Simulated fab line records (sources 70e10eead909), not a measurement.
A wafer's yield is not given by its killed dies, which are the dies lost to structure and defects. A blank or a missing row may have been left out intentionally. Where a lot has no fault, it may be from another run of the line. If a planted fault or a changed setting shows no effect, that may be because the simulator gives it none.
Matching of chambers + flow nandHarc + 4 sister chambers for NHARC_P_BONDPAD_CMP_32 on cmp-02
The step polishes SiCN, target thk 200 nm. 8 wafers are shown with their chamber, then 12 later ones without.

## EACH WAFER AND ITS CHAMBER
| wafer  | chamber | motorCurrentA (A) | retainingRingPressureFrac |
|--------|---------|-------------------|---------------------------|
| L083.5 | 1       | 11.0              | 1.004                     |
| L086.6 | 1       | 10.5              | 1.005                     |
| L087.6 | 2       | 10.0              | 0.995                     |
| L089.3 | 3       | 12.1              | 0.989                     |
| L089.6 | 0       | 13.9              | 1.001                     |
| L091.1 | 3       | 12.3              | 1.003                     |
| L091.3 | 0       | 13.2              | 0.997                     |
| L091.4 | 2       | 10.0              | 0.998                     |

## WAFERS WITH NO CHAMBER GIVEN
| wafer  | motorCurrentA (A) | retainingRingPressureFrac |
|--------|-------------------|---------------------------|
| L094.1 | 10.7              | 0.997                     |
| L094.5 | 9.9               | 0.999                     |
| L094.6 | 12.6              | 0.999                     |
| L095.1 | 12.6              | 1.003                     |
| L095.2 | 13.7              | 0.997                     |
| L095.6 | 10.1              | 0.997                     |
| L096.2 | 10.1              | 0.991                     |
| L096.5 | 10.5              | 0.996                     |
| L096.6 | 13.5              | 0.997                     |
| L097.3 | 11.5              | 1.004                     |
| L097.4 | 10.4              | 0.990                     |
| L097.6 | 12.2              | 1.010                     |

## THE CHAMBER EACH PASSED THROUGH
| wafer  | from the rows above     | in truth |
|--------|-------------------------|----------|
| L094.1 | can't be placed: 1 or 2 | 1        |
| L094.5 | 2                       | 2        |
| L094.6 | can't be placed: 3 or 0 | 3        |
| L095.1 | can't be placed: 3 or 0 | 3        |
| L095.2 | 0                       | 0        |
| L095.6 | 2                       | 2        |
| L096.2 | 2                       | 2        |
| L096.5 | can't be placed: 2 or 1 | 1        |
| L096.6 | 0                       | 0        |
| L097.3 | can't be placed: 1 or 3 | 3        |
| L097.4 | can't be placed: 2 or 1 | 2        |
| L097.6 | 3                       | 3        |
6 of 12 placed correctly. Cannot be placed on the basis of these rows: 6; the candidates contain the true chamber in 6. Wrongly placed: 0.
How it was worked out, from the rows above alone: a wafer's distance from a chamber is the root of the sum, over the readings, of the square of ((its reading less the chamber's mean) divided by the reading's scatter). The wafer belongs to the nearest chamber; if the next one is less than 2 further off, it can't be placed. For every chamber, the mean is computed from those of its wafers that are shown. How the scatter is found: for the shown wafers, subtract from each reading the mean of its chamber, square and add these, divide the total by (wafers less chambers), then take the root.
